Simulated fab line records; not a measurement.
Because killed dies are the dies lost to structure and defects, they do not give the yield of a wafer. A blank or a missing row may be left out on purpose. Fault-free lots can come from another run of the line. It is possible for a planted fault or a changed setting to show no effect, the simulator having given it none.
fab line records | flow n5Finfet
record: lots: 5 | wafers: 15 | lastDay: 21
route steps=1938 shown BEOL_M5@1161
lots with no fault: from the same line, run without faults
startH: the number of hours between the record's first day and the start of the first shown wafer of the lot | waitH: hours from the lot's prior step to this one | " as in the row above | L1.1+2: one row covering several wafers at once | - no value, or no start was given | * or withheld: withheld | < > ~ a bound
route shown NAME@n: a module of which the file shows steps, and the number in the route of the first | usual: mean and standard deviation over wafers with no fault | same: alike in all rows | chamber/n: place in a boat | sites: the reading at each site | _std_site: their standard deviation | _edge_site: outer sites' mean less inner sites' | radiusMm: for every site, how far away it sits from the centre of the wafer | mask NAME#n: copy n | behind: the last tool/chamber to shape the wafer | hold: the reason the lot was held/the length of the hold in hours/how it ended | device: the n, p or np transistor that did not switch | end of line: the route-end tests of the same wafers | where a step has no rows: the recipe by itself | killed: dies lost to structure and defects at the first sort, not the wafer's yield | map: the dies of a wafer, with x for killed, . for not killed, _ for no die there
set.NAME: setting as actually run; set.NAME@STEP: the setting as run at that earlier step | model.NAME: the simulator's own value behind a step, which no gauge read
a table for each step, a row for each wafer; lots at some steps of the route
services: a tool's chamber out of use, with start hour (startH, from the record's first day; less than 0 if before it), hours out, and reason
== steps ==
step: N5_BEOL_M5_ETCH_41
recipe: chemistry: CH3F/O2 | target: SiCN | targetDepthA: 315 | taperDeg: 2 | timeS: 56.7 | ionEnergyEv: 120 | maskMaterial: TiN | pressureMtorr: 30 | sourceW: 395 | biasW: 75 | Ar_flow_sccm: 150 | CH3F_flow_sccm: 30 | O2_flow_sccm: 20
usual: drypumpMotorCurrentA: 5.8/0.35 | oesProductAu: 0.82/0.069 | rfFwdPowerW: 390.7/1.5 | rfVppV: 297.4/1.6 | showerheadPlenumPTorr: 2.00/0.063 | throttleValvePct: 16.29/0.19
lot.wafer | tool       | chamber | startH | waitH | drypumpMotorCurrentA | oesProductAu | rfFwdPowerW | rfHoursCounterH | rfVppV | showerheadPlenumPTorr | throttleValvePct
L075.1    | rieDiel-01 | 0       | -      | -     | 5.4                  | 0.90         | 388.6       | 22              | 295.8  | 1.97                  | 16.26
L075.3    | "          | 1       | "      | "     | 5.6                  | 0.70         | 391.1       | 248             | 294.0  | 1.89                  | 16.63
L075.6    | "          | 2       | "      | "     | 5.7                  | 0.80         | 393.8       | -               | 298.3  | 2.02                  | 16.49
L077.2    | rieDiel-03 | 3       | -      | -     | 6.2                  | 0.80         | 391.4       | 109             | 295.3  | 1.93                  | 16.16
L077.3    | "          | 2       | "      | "     | 5.9                  | 0.82         | 393.1       | 67              | 295.8  | 2.03                  | 16.26
L077.5    | "          | 2       | "      | "     | 5.9                  | 0.84         | 392.9       | -               | 296.7  | 2.03                  | 16.27
L079.2    | rieDiel-01 | 3       | -      | -     | 6.1                  | 0.88         | 392.0       | 53              | 299.9  | 2.03                  | 16.14
L079.5    | "          | 3       | "      | "     | 6.1                  | 0.87         | 392.8       | -               | 299.2  | 2.03                  | 16.15
L079.6    | "          | 1       | "      | "     | 5.6                  | 0.99         | 390.9       | -               | 300.1  | 2.14                  | 16.19
L097.1    | rieDiel-03 | 2       | -      | -     | 5.9                  | 0.78         | 392.6       | 106             | 298.7  | 2.02                  | 16.33
L097.2    | "          | 1       | "      | "     | 5.2                  | 0.94         | 389.3       | 12              | 298.6  | 2.05                  | 15.81
L097.6    | "          | 3       | "      | "     | 6.2                  | 0.76         | 391.2       | -               | 294.3  | 1.92                  | 16.22
L094.2    | rieDiel-01 | 2       | -      | -     | 5.7                  | 0.77         | 393.5       | 124             | 298.3  | 2.01                  | 16.58
L094.3    | "          | 3       | "      | "     | 6.1                  | 0.84         | 391.5       | 84              | 299.0  | 2.02                  | 16.20
L094.4    | "          | 1       | "      | "     | 5.6                  | 0.89         | 391.6       | 34              | 299.8  | 2.13                  | 16.24
step: N5_BEOL_M5_STRIP_91
recipe: chemistry: N2/H2 | timeS: 10 | powerW: 450 | tempC: 40 | pressureMtorr: 20 | rfFrequencyHz: 6e+07 | biasPowerW: 7 | n2FlowSccm: 200 | h2FlowSccm: 200
usual: drypumpMotorCurrentA: 5.9/0.35 | oesProductAu: 0.82/0.069 | rfVppV: 59.2/0.84 | showerheadPlenumPTorr: 2.54/0.083 | throttleValvePct: 23.62/0.23
lot.wafer | tool       | chamber | startH | waitH | drypumpMotorCurrentA | oesProductAu | rfHoursCounterH | rfVppV | showerheadPlenumPTorr | throttleValvePct
L075.1    | rieDiel-01 | 0       | -      | -     | 5.4                  | 0.91         | 22              | 59.6   | 2.49                  | 23.60
L075.3    | "          | 1       | "      | "     | 5.7                  | 0.71         | 248             | 58.0   | 2.40                  | 24.10
L075.6    | "          | 2       | "      | "     | 5.7                  | 0.81         | -               | 59.7   | 2.57                  | 23.93
L077.2    | rieDiel-03 | 3       | -      | -     | 6.2                  | 0.81         | 109             | 58.8   | 2.45                  | 23.27
L077.3    | "          | 2       | "      | "     | 5.9                  | 0.82         | 67              | 59.1   | 2.58                  | 23.73
L077.5    | "          | 2       | "      | "     | 5.8                  | 0.82         | -               | 59.2   | 2.58                  | 23.71
L079.2    | rieDiel-01 | 3       | -      | -     | 6.1                  | 0.88         | 53              | 58.7   | 2.59                  | 23.54
L079.5    | "          | 3       | "      | "     | 6.1                  | 0.86         | -               | 60.2   | 2.59                  | 23.52
L079.6    | "          | 1       | "      | "     | 5.6                  | 0.98         | -               | 58.9   | 2.71                  | 23.83
L097.1    | rieDiel-03 | 2       | -      | -     | 5.9                  | 0.78         | 106             | 60.2   | 2.56                  | 23.75
L097.2    | "          | 1       | "      | "     | 5.2                  | 0.95         | 12              | 58.9   | 2.60                  | 23.18
L097.6    | "          | 3       | "      | "     | 6.2                  | 0.76         | -               | 58.7   | 2.43                  | 23.32
L094.2    | rieDiel-01 | 2       | -      | -     | 5.7                  | 0.77         | 124             | 60.4   | 2.55                  | 23.99
L094.3    | "          | 3       | "      | "     | 6.1                  | 0.83         | 84              | 59.5   | 2.57                  | 23.56
L094.4    | "          | 1       | "      | "     | 5.6                  | 0.88         | 34              | 60.4   | 2.70                  | 23.87
step: N5_BEOL_M5_OCD_MEAS_38
usual: trenchDepthNm: 71.8/0.94
lot.wafer | tool   | chamber | startH | waitH | trenchDepthNm
L075.1    | ocd-01 | -       | 216.78 | -     | 73.6
L075.3    | "      | -       | "      | "     | 71.4
L075.6    | "      | -       | "      | "     | 71.9
L077.2    | ocd-02 | -       | 225.17 | -     | 71.5
L077.3    | "      | -       | "      | "     | 72.7
L077.5    | "      | -       | "      | "     | 71.8
L079.2    | ocd-02 | -       | 257.30 | -     | 72.5
L079.5    | "      | -       | "      | "     | 72.5
L079.6    | "      | -       | "      | "     | 71.4
L097.1    | ocd-01 | -       | 372.43 | -     | 72.5
L097.2    | "      | -       | "      | "     | 72.7
L097.6    | "      | -       | "      | "     | 72.0
L094.2    | ocd-02 | -       | 398.79 | -     | 71.0
L094.3    | "      | -       | "      | "     | 72.3
L094.4    | "      | -       | "      | "     | 70.9
step: N5_BEOL_M5_HM_STRIP_39
recipe: chemistry: peroxideTinStrip | material: TiN | targetDepthA: 250 | tempC: 50 | timeS: 158
lot.wafer  | tool        | chamber | startH | waitH
L075.1+3+6 | wetBench-01 | 4,3,0   | 216.82 | 0.0
L077.2+3+5 | wetBench-04 | 6,0,5   | 225.20 | 0.0
L079.2+5+6 | wetBench-02 | 4,2,3   | 257.33 | 0.0
L097.1+2+6 | wetBench-04 | 4,5,3   | 372.47 | 0.0
L094.2+3+4 | wetBench-04 | 7,1,0   | 398.82 | 0.0
step: N5_BEOL_M5_SRD_40
recipe: timeS: 30 | tempC: 23 | rinseLiquid: diw | dry: ipaMarangoni
lot.wafer  | tool        | chamber | startH | waitH
L075.1+3+6 | wetBench-01 | 4,3,0   | 216.86 | 0.0
L077.2+3+5 | wetBench-04 | 6,0,5   | 225.24 | 0.0
L079.2+5+6 | wetBench-02 | 4,2,3   | 257.38 | 0.0
L097.1+2+6 | wetBench-04 | 4,5,3   | 372.51 | 0.0
L094.2+3+4 | wetBench-04 | 7,1,0   | 398.87 | 0.0
step: N5_BEOL_M5_PRECLEAN_42
recipe: chemistry: residueRemover | timeS: 60 | tempC: 40
lot.wafer  | tool        | chamber | startH | waitH
L075.1+3+6 | wetBench-01 | 4,3,0   | 216.88 | 0.0
L077.2+3+5 | wetBench-04 | 6,0,5   | 225.26 | 0.0
L079.2+5+6 | wetBench-02 | 4,2,3   | 257.39 | 0.0
L097.1+2+6 | wetBench-04 | 4,5,3   | 372.53 | 0.0
L094.2+3+4 | wetBench-04 | 7,1,0   | 398.89 | 0.0
step: N5_BEOL_M5_SRD_43
recipe: timeS: 30 | tempC: 23 | rinseLiquid: diw | dry: ipaMarangoni
lot.wafer  | tool        | chamber | startH | waitH
L075.1+3+6 | wetBench-01 | 4,3,0   | 216.90 | 0.0
L077.2+3+5 | wetBench-04 | 6,0,5   | 225.28 | 0.0
L079.2+5+6 | wetBench-02 | 4,2,3   | 257.41 | 0.0
L097.1+2+6 | wetBench-04 | 4,5,3   | 372.55 | 0.0
L094.2+3+4 | wetBench-04 | 7,1,0   | 398.90 | 0.0
step: N5_BEOL_M5_CD_MEAS_35
recipe: targetCdNm: 28 | targetCdYNm: 24 | polarity: opening
usual: cdNm: 28.08/0.3
lot.wafer | tool     | chamber | startH | waitH | cdNm
L075.1    | cdSem-01 | -       | 216.94 | 0.0   | 27.70
L075.3    | "        | -       | "      | "     | 28.11
L075.6    | "        | -       | "      | "     | 27.80
L077.2    | cdSem-03 | -       | 225.32 | 0.0   | 28.66
L077.3    | "        | -       | "      | "     | 28.22
L077.5    | "        | -       | "      | "     | 28.35
L079.2    | cdSem-02 | -       | 257.45 | 0.0   | 27.62
L079.5    | "        | -       | "      | "     | 27.92
L079.6    | "        | -       | "      | "     | 27.80
L097.1    | cdSem-01 | -       | 372.59 | 0.0   | 28.44
L097.2    | "        | -       | "      | "     | 27.76
L097.6    | "        | -       | "      | "     | 27.93
L094.2    | cdSem-03 | -       | 398.94 | 0.0   | 27.71
L094.3    | "        | -       | "      | "     | 27.72
L094.4    | "        | -       | "      | "     | 28.20
step: N5_BEOL_M5_CURE_80
recipe: tempC: 370 | timeS: 120 | ambient: DMADMS/He | material: SiCOH_lowk
usual: lampPowerPct: 52.31/0.058 | wafer_temp_C_max: 371.6/0.47
lot.wafer | tool      | chamber | startH | waitH | lampPowerPct | wafer_temp_C_max
L075.1    | uvCure-01 | 1       | 216.98 | 0.0   | 52.28        | 371.8
L075.3    | "         | 1       | "      | "     | 52.32        | 371.7
L075.6    | "         | 1       | "      | "     | 52.33        | 371.3
L077.2    | uvCure-03 | 1       | 225.41 | 0.1   | 52.26        | 371.8
L077.3    | "         | 1       | "      | "     | 52.40        | 370.9
L077.5    | "         | 1       | "      | "     | 52.30        | 371.1
L079.2    | uvCure-02 | 2       | 257.59 | 0.1   | 52.31        | 371.0
L079.5    | "         | 2       | "      | "     | 52.36        | 371.1
L079.6    | "         | 2       | "      | "     | 52.31        | 371.4
L097.1    | uvCure-03 | 1       | 372.63 | 0.0   | 52.41        | 371.3
L097.2    | "         | 1       | "      | "     | 52.32        | 371.5
L097.6    | "         | 1       | "      | "     | 52.41        | 372.2
L094.2    | uvCure-02 | 2       | 399.10 | 0.2   | 52.38        | 372.4
L094.3    | "         | 2       | "      | "     | 52.28        | 371.7
L094.4    | "         | 2       | "      | "     | 52.20        | 371.6
step: N5_BEOL_M5_DEGAS_44
recipe: ambient: vacuum | tempC: 250 | timeS: 60
usual: heaterPowerW: 326/30 | susceptorTempC: 249.98/0.16
lot.wafer | tool          | chamber | startH | waitH | heaterPowerW | susceptorTempC
L075.1    | pvdSputter-02 | -       | 217.46 | 0.4   | 344          | 250.46
L075.3    | "             | -       | "      | "     | 285          | 249.84
L075.6    | "             | -       | "      | "     | 367          | 250.00
L077.2    | pvdSputter-02 | -       | 226.22 | 0.8   | 306          | 249.85
L077.3    | "             | -       | "      | "     | 378          | 250.17
L077.5    | "             | -       | "      | "     | 295          | 249.86
L079.2    | pvdSputter-02 | -       | 258.11 | 0.4   | 364          | 250.12
L079.5    | "             | -       | "      | "     | 369          | 249.87
L079.6    | "             | -       | "      | "     | 350          | 249.91
L097.1    | pvdSputter-02 | -       | 372.99 | 0.3   | 286          | 250.16
L097.2    | "             | -       | "      | "     | 310          | 249.90
L097.6    | "             | -       | "      | "     | 372          | 249.89
L094.2    | pvdSputter-02 | -       | 399.37 | 0.2   | 353          | 249.96
L094.3    | "             | -       | "      | "     | 293          | 249.82
L094.4    | "             | -       | "      | "     | 316          | 250.28
step: N5_BEOL_M5_PRE_CLEAN_45
recipe: gas: H2/He | timeS: 30 | tempC: 250
usual: heaterPowerW: 325/30 | susceptorTempC: 249.99/0.19
lot.wafer | tool          | chamber | startH | waitH | heaterPowerW | susceptorTempC
L075.1    | pvdSputter-02 | -       | 217.50 | 0.0   | 349          | 249.78
L075.3    | "             | -       | "      | "     | 296          | 250.15
L075.6    | "             | -       | "      | "     | 365          | 250.03
L077.2    | pvdSputter-02 | -       | 226.26 | 0.0   | 309          | 250.12
L077.3    | "             | -       | "      | "     | 377          | 249.75
L077.5    | "             | -       | "      | "     | 291          | 249.99
L079.2    | pvdSputter-02 | -       | 258.15 | 0.0   | 373          | 249.75
L079.5    | "             | -       | "      | "     | 373          | 249.83
L079.6    | "             | -       | "      | "     | 348          | 249.98
L097.1    | pvdSputter-02 | -       | 373.03 | 0.0   | 294          | 250.18
L097.2    | "             | -       | "      | "     | 316          | 250.19
L097.6    | "             | -       | "      | "     | 369          | 250.00
L094.2    | pvdSputter-02 | -       | 399.41 | 0.0   | 351          | 250.23
L094.3    | "             | -       | "      | "     | 294          | 250.07
L094.4    | "             | -       | "      | "     | 304          | 250.06
step: N5_BEOL_M5_ALD_86
recipe: material: TaN | targetThkA: * | tempC: 275 | aldPrecursorFamily: PDMAT | aldCoReactant: NH3 | pressureTorr: 3 | carrierFlowSccm: 1500 | pulseTimeS: 2 | purgeTimeS: 3 | coReactantPurgeTimeS: 2 | coReactantPulseTimeS: 3 | aldCycles: 30 | precursorVesselTempC: 75 | precursorVesselPressureTorr: 26.25 | precursorVesselCarrierSccm: 1000
usual: heaterPowerW: 417/49 | susceptorTempC: 275.01/0.18
same: aldCycles: 30 | coReactantPurgeTimeS: 2
lot.wafer | tool        | chamber | startH | waitH | heaterPowerW | susceptorTempC
L075.1    | aldMetal-03 | 2       | 217.56 | 0.0   | 412          | 275.08
L075.3    | "           | 1       | "      | "     | 340          | 275.13
L075.6    | "           | 2       | "      | "     | 415          | 274.82
L077.2    | aldMetal-02 | 3       | 226.32 | 0.0   | 467          | 274.78
L077.3    | "           | 2       | "      | "     | 471          | 275.11
L077.5    | "           | 0       | "      | "     | 339          | 275.38
L079.2    | aldMetal-03 | 1       | 258.21 | 0.0   | 336          | 274.46
L079.5    | "           | 0       | "      | "     | 375          | 275.06
L079.6    | "           | 1       | "      | "     | 334          | 274.72
L097.1    | aldMetal-03 | 1       | 373.11 | 0.1   | 334          | 275.25
L097.2    | "           | 2       | "      | "     | 422          | 274.93
L097.6    | "           | 0       | "      | "     | 381          | 274.84
L094.2    | aldMetal-02 | 1       | 399.49 | 0.1   | 478          | 274.79
L094.3    | "           | 0       | "      | "     | 348          | 275.41
L094.4    | "           | 3       | "      | "     | 459          | 274.52
step: N5_BEOL_M5_SURFACE_TREAT_87
recipe: gas: Ar | timeS: * | ionEnergyEv: * | ionCurrentMaCm2: 0.5 | pressureMtorr: * | arFlowSccm: 30
usual: pressureMtorr: * | throttleValvePct: *
lot.wafer | tool          | chamber | startH | waitH | pressureMtorr | throttleValvePct
L075.1    | pvdSputter-02 | -       | 217.84 | 0.2   | *             | *
L075.3    | "             | -       | "      | "     | *             | *
L075.6    | "             | -       | "      | "     | *             | *
L077.2    | pvdSputter-02 | -       | 226.56 | 0.1   | *             | *
L077.3    | "             | -       | "      | "     | *             | *
L077.5    | "             | -       | "      | "     | *             | *
L079.2    | pvdSputter-02 | -       | 258.80 | 0.5   | *             | *
L079.5    | "             | -       | "      | "     | *             | *
L079.6    | "             | -       | "      | "     | *             | *
L097.1    | pvdSputter-01 | -       | 373.37 | 0.2   | *             | *
L097.2    | "             | -       | "      | "     | *             | *
L097.6    | "             | -       | "      | "     | *             | *
L094.2    | pvdSputter-02 | -       | 399.89 | 0.3   | *             | *
L094.3    | "             | -       | "      | "     | *             | *
L094.4    | "             | -       | "      | "     | *             | *
step: N5_BEOL_M5_CVD_47
recipe: material: Co | targetThkA: 30 | tempC: withheld | precursor: CCTBA/H2 | pressureTorr: 30 | timeS: 216
lot.wafer  | tool     | chamber | startH | waitH
L075.1+3+6 | cvdCo-02 | 1,2,2   | 218.07 | 0.2
L077.2+3+5 | cvdCo-01 | 1,0,1   | 226.63 | 0.0
L079.2+5+6 | cvdCo-01 | 0,1,0   | 258.86 | 0.0
L097.1+2+6 | cvdCo-01 | 1,0,0   | 373.59 | 0.2
L094.2+3+4 | cvdCo-01 | 0,1,2   | 400.04 | 0.1
step: N5_BEOL_M5_SPUTTER_48
recipe: material: Cu | targetThkA: 150 | tempC: -20 | chamberPressurePa: 0.07 | powerW: withheld | timeS: 27.62
usual: chuckGasFlowSccm: 1.26/0.051 | substrateTempC: -20.00/0.1 | susceptorTempC: -20.02/0.11 | throttleValvePct: 29.6/1.1
lot.wafer | tool          | chamber | startH | waitH | chuckGasFlowSccm | substrateTempC | susceptorTempC | throttleValvePct
L075.1    | pvdSputter-02 | -       | 218.30 | 0.2   | 1.22             | -20.15         | -20.09         | 31.1
L075.3    | "             | -       | "      | "     | 1.15             | -20.13         | -20.26         | 28.8
L075.6    | "             | -       | "      | "     | 1.29             | -19.98         | -19.93         | 31.0
L077.2    | pvdSputter-02 | -       | 226.80 | 0.1   | 1.24             | -20.16         | -19.96         | 28.9
L077.3    | "             | -       | "      | "     | 1.28             | -19.98         | -20.01         | 31.0
L077.5    | "             | -       | "      | "     | 1.24             | -19.89         | -20.16         | 29.0
L079.2    | pvdSputter-02 | -       | 259.04 | 0.1   | 1.25             | -20.13         | -20.10         | 31.0
L079.5    | "             | -       | "      | "     | 1.20             | -20.15         | -19.98         | 31.1
L079.6    | "             | -       | "      | "     | 1.29             | -19.96         | -20.07         | 28.5
L097.1    | pvdSputter-02 | -       | 373.76 | 0.1   | 1.32             | -19.93         | -19.89         | 30.2
L097.2    | "             | -       | "      | "     | 1.32             | -19.95         | -20.00         | 30.8
L097.6    | "             | -       | "      | "     | 1.19             | -20.07         | -20.03         | 31.0
L094.2    | pvdSputter-02 | -       | 400.37 | 0.3   | 1.20             | -20.06         | -20.23         | 30.3
L094.3    | "             | -       | "      | "     | 1.20             | -19.93         | -19.85         | 28.4
L094.4    | "             | -       | "      | "     | 1.32             | -19.96         | -20.08         | 28.3
step: N5_BEOL_M5_ANNEAL_49
recipe: tempC: 400 | timeS: 1800 | ambient: vacuum
usual: heaterPowerW: 811/77 | susceptorTempC: 399.97/0.22
lot.wafer | tool          | chamber | startH | waitH | heaterPowerW | susceptorTempC
L075.1    | pvdSputter-02 | -       | 218.38 | 0.0   | 923          | 400.20
L075.3    | "             | -       | "      | "     | 735          | 400.36
L075.6    | "             | -       | "      | "     | 897          | 399.71
L077.2    | pvdSputter-02 | -       | 226.88 | 0.0   | 776          | 400.06
L077.3    | "             | -       | "      | "     | 938          | 399.77
L077.5    | "             | -       | "      | "     | 722          | 399.71
L079.2    | pvdSputter-02 | -       | 259.12 | 0.0   | 931          | 400.21
L079.5    | "             | -       | "      | "     | 924          | 400.03
L079.6    | "             | -       | "      | "     | 798          | 399.90
L097.1    | pvdSputter-02 | -       | 373.84 | 0.0   | 869          | 400.20
L097.2    | "             | -       | "      | "     | 886          | 399.91
L097.6    | "             | -       | "      | "     | 944          | 400.04
L094.2    | pvdSputter-02 | -       | 400.45 | 0.0   | 888          | 399.80
L094.3    | "             | -       | "      | "     | 725          | 399.94
L094.4    | "             | -       | "      | "     | 774          | 400.35
step: N5_BEOL_M5_SPUTTER_81
recipe: material: Cu | targetThkA: 150 | tempC: -20 | chamberPressurePa: 0.07 | powerW: withheld | timeS: 27.62
usual: chuckGasFlowSccm: 1.26/0.055 | substrateTempC: -20.00/0.11 | susceptorTempC: -19.99/0.1 | throttleValvePct: 29.6/1.1
lot.wafer | tool          | chamber | startH | waitH | chuckGasFlowSccm | substrateTempC | susceptorTempC | throttleValvePct
L075.1    | pvdSputter-02 | -       | 219.39 | 0.5   | 1.30             | -19.99         | -19.86         | 31.1
L075.3    | "             | -       | "      | "     | 1.24             | -19.99         | -20.04         | 29.0
L075.6    | "             | -       | "      | "     | 1.30             | -20.00         | -19.87         | 30.9
L077.2    | pvdSputter-02 | -       | 227.88 | 0.5   | 1.18             | -20.02         | -20.04         | 28.9
L077.3    | "             | -       | "      | "     | 1.19             | -19.75         | -20.21         | 31.0
L077.5    | "             | -       | "      | "     | 1.23             | -20.11         | -20.03         | 28.7
L079.2    | pvdSputter-02 | -       | 260.12 | 0.5   | 1.25             | -19.82         | -20.00         | 31.0
L079.5    | "             | -       | "      | "     | 1.19             | -20.01         | -20.07         | 30.7
L079.6    | "             | -       | "      | "     | 1.34             | -19.91         | -20.06         | 28.3
L097.1    | pvdSputter-02 | -       | 374.85 | 0.5   | 1.20             | -19.91         | -20.16         | 30.1
L097.2    | "             | -       | "      | "     | 1.15             | -19.97         | -20.04         | 30.6
L097.6    | "             | -       | "      | "     | 1.29             | -19.92         | -19.91         | 31.0
L094.2    | pvdSputter-02 | -       | 401.46 | 0.5   | 1.19             | -19.89         | -20.10         | 30.5
L094.3    | "             | -       | "      | "     | 1.22             | -19.85         | -19.87         | 28.5
L094.4    | "             | -       | "      | "     | 1.22             | -19.91         | -19.87         | 28.6
step: N5_BEOL_M5_ANNEAL_82
recipe: tempC: 400 | timeS: 1800 | ambient: vacuum
usual: heaterPowerW: 812/78 | susceptorTempC: 400.00/0.23
lot.wafer | tool          | chamber | startH | waitH | heaterPowerW | susceptorTempC
L075.1    | pvdSputter-02 | -       | 219.47 | 0.0   | 922          | 400.05
L075.3    | "             | -       | "      | "     | 750          | 399.89
L075.6    | "             | -       | "      | "     | 932          | 399.72
L077.2    | pvdSputter-02 | -       | 227.96 | 0.0   | 785          | 400.08
L077.3    | "             | -       | "      | "     | 931          | 399.69
L077.5    | "             | -       | "      | "     | 745          | 400.21
L079.2    | pvdSputter-02 | -       | 260.20 | 0.0   | 947          | 399.95
L079.5    | "             | -       | "      | "     | 913          | 399.93
L079.6    | "             | -       | "      | "     | 775          | 399.90
L097.1    | pvdSputter-02 | -       | 374.93 | 0.0   | 870          | 399.64
L097.2    | "             | -       | "      | "     | 898          | 399.72
L097.6    | "             | -       | "      | "     | 925          | 400.09
L094.2    | pvdSputter-02 | -       | 401.54 | 0.0   | 859          | 400.04
L094.3    | "             | -       | "      | "     | 715          | 400.15
L094.4    | "             | -       | "      | "     | 785          | 399.96
step: N5_BEOL_M5_SPUTTER_83
recipe: material: Cu | targetThkA: 150 | tempC: -20 | chamberPressurePa: 0.07 | powerW: withheld | timeS: 27.62
usual: chuckGasFlowSccm: 1.26/0.052 | substrateTempC: -20.00/0.11 | susceptorTempC: -19.99/0.1 | throttleValvePct: 29.6/1
lot.wafer | tool          | chamber | startH | waitH | chuckGasFlowSccm | substrateTempC | susceptorTempC | throttleValvePct
L075.1    | pvdSputter-02 | -       | 220.48 | 0.5   | 1.23             | -20.18         | -20.15         | 30.8
L075.3    | "             | -       | "      | "     | 1.26             | -19.75         | -20.20         | 28.9
L075.6    | "             | -       | "      | "     | 1.28             | -20.03         | -20.17         | 31.0
L077.2    | pvdSputter-02 | -       | 228.97 | 0.5   | 1.19             | -19.99         | -19.98         | 28.5
L077.3    | "             | -       | "      | "     | 1.29             | -20.03         | -19.96         | 31.1
L077.5    | "             | -       | "      | "     | 1.30             | -20.04         | -20.06         | 28.5
L079.2    | pvdSputter-02 | -       | 261.21 | 0.5   | 1.24             | -20.01         | -19.99         | 31.1
L079.5    | "             | -       | "      | "     | 1.30             | -20.01         | -20.07         | 31.0
L079.6    | "             | -       | "      | "     | 1.29             | -19.97         | -19.93         | 28.5
L097.1    | pvdSputter-02 | -       | 382.36 | 6.9   | 1.35             | -20.17         | -19.92         | 30.3
L097.2    | "             | -       | "      | "     | 1.25             | -20.01         | -19.96         | 31.2
L097.6    | "             | -       | "      | "     | 1.31             | -19.90         | -19.88         | 31.1
L094.2    | pvdSputter-02 | -       | 402.54 | 0.5   | 1.25             | -20.00         | -20.05         | 30.0
L094.3    | "             | -       | "      | "     | 1.37             | -20.05         | -19.94         | 29.0
L094.4    | "             | -       | "      | "     | 1.26             | -19.96         | -20.00         | 28.8
== services ==
tool        | chamber | startH | hours | kind
aldMetal-03 | 2       | 205.95 | 7.6   | repair
uvCure-01   | -       | 208.83 | 1.0   | pm
rieDiel-01  | 2       | 208.89 | 1.8   | repair
cvdCo-02    | 2       | 218.39 | 6.0   | repair
rieDiel-01  | -       | 225.35 | 2.8   | pm
uvCure-01   | -       | 228.30 | 5.0   | pm
uvCure-01   | -       | 235.82 | 7.1   | pm
aldMetal-02 | 0       | 238.24 | 9.6   | repair
wetBench-04 | -       | 238.94 | 4.4   | pm
uvCure-01   | -       | 243.99 | 0.3   | repair
cvdCo-02    | 2       | 254.09 | 5.8   | repair
rieDiel-01  | 2       | 254.21 | 11.8  | repair
cvdCo-02    | -       | 264.61 | 6.9   | pm
uvCure-01   | -       | 267.57 | 2.1   | pm
aldMetal-02 | 2       | 279.71 | 4.9   | repair
uvCure-02   | -       | 296.76 | 4.3   | pm
uvCure-02   | -       | 314.21 | 22.2  | pm
uvCure-03   | -       | 316.55 | 1.0   | pm
aldMetal-03 | 3       | 317.39 | 12.6  | repair
rieDiel-01  | 0       | 323.77 | 1.3   | repair
uvCure-02   | -       | 336.41 | 4.5   | pm
aldMetal-03 | 0       | 357.69 | 4.9   | repair
wetBench-04 | -       | 358.82 | 1.9   | pm
aldMetal-03 | 3       | 368.52 | 5.5   | repair
== key ==
fault none
